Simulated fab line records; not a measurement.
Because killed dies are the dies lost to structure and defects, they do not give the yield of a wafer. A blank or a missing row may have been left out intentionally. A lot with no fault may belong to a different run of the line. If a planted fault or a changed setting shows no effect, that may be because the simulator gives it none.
2 desks looking at one fault ; flow n5_finfet ; only its own numbers are on each desk; what lay behind them is given at the end

== FROM THE METROLOGY DESK ==
Lot by lot, what the gauges showed, no matter which tool ran the lot: averages of those sampled wafers that carry a number. If a lot's mean is further than 4 standard deviations from the usual mean, the lot is out of limits and carries the mark OUT (the distance appears in the brackets). 7 of its 13 readings are shown, namely those furthest out on some lot.
Columns: A = IOFF_P at N5_BEOL_M4_RC_MEAS_101, usual 0.21 nA/um; B = ION_N at N5_BEOL_M4_RC_MEAS_101, usual 675 uA/um; C = ION_P at N5_BEOL_M4_RC_MEAS_101, usual 463 uA/um; D = REXT_N at N5_BEOL_M4_RC_MEAS_101, usual 75.4 ohm.um; E = REXT_P at N5_BEOL_M4_RC_MEAS_101, usual 100.3 ohm.um; F = VT_N at N5_BEOL_M4_RC_MEAS_101, usual 250 mV; G = VT_P at N5_BEOL_M4_RC_MEAS_101, usual -251 mV
lot;first seen here;A;B;C;D;E;F;G
L482;day 3 05:29;0.20;670;458;77.3;98.8;251;-254
L484;day 3 18:56;0.17;664;449;77.7;99.4;250;-254
L488;day 4 17:51;0.19;676;467;72.3;98.7;251;-249
L489;day 5 05:55;0.20;673;459;75.4;102.1;250;-254
L490;day 5 07:19;0.17;657;450;74.1;99.8;256;-256
L494;day 6 07:01;0.18;670;460;76.1;99.7;250;-251
L495;day 6 11:16;0.22;668;464;81.2;103.4;251;-252
L497;day 6 23:00;0.20;681;468;76.5;102.4;249;-250
L501;day 7 23:01;0.21;679;464;74.2;99.6;250;-252
L504;day 8 16:25;0.26;692;477;75.8;101.1;245;-246
This desk's finding: nothing out of limits on any of the 10 lots.

== AT THE TOOL OWNER'S DESK: ald_sin-01 ==
The tool's own readings at N5_SPACER0_ALD_00 (deposits SiOCN, target thk 3.5 nm, pulse time 3 s, purge time 2 s): means of the sampled wafers that have a number, for each lot that ran on this tool. If a lot's mean is further than 4 standard deviations from the usual mean, the lot is out of limits and carries the mark OUT (the distance appears in the brackets).
Columns: A = heater_power_w at N5_SPACER0_ALD_00, usual 856 W; B = precursor_pulse_height_rel at N5_SPACER0_ALD_00, usual 0.997
lot;first seen here;A;B
L488;day 4 18:55;875;0.995
L494;day 6 07:29;873;0.983
L495;day 6 12:17;892;0.991
L497;day 6 23:44;848;0.996
This desk's finding: nothing out of limits on any of the 4 lots.

== BROUGHT TOGETHER ==
At the metrology desk, nothing out of limits was observed.
The desk of the tool owner found nothing out of limits.

== WHAT THE SIMULATOR PUT IN ==
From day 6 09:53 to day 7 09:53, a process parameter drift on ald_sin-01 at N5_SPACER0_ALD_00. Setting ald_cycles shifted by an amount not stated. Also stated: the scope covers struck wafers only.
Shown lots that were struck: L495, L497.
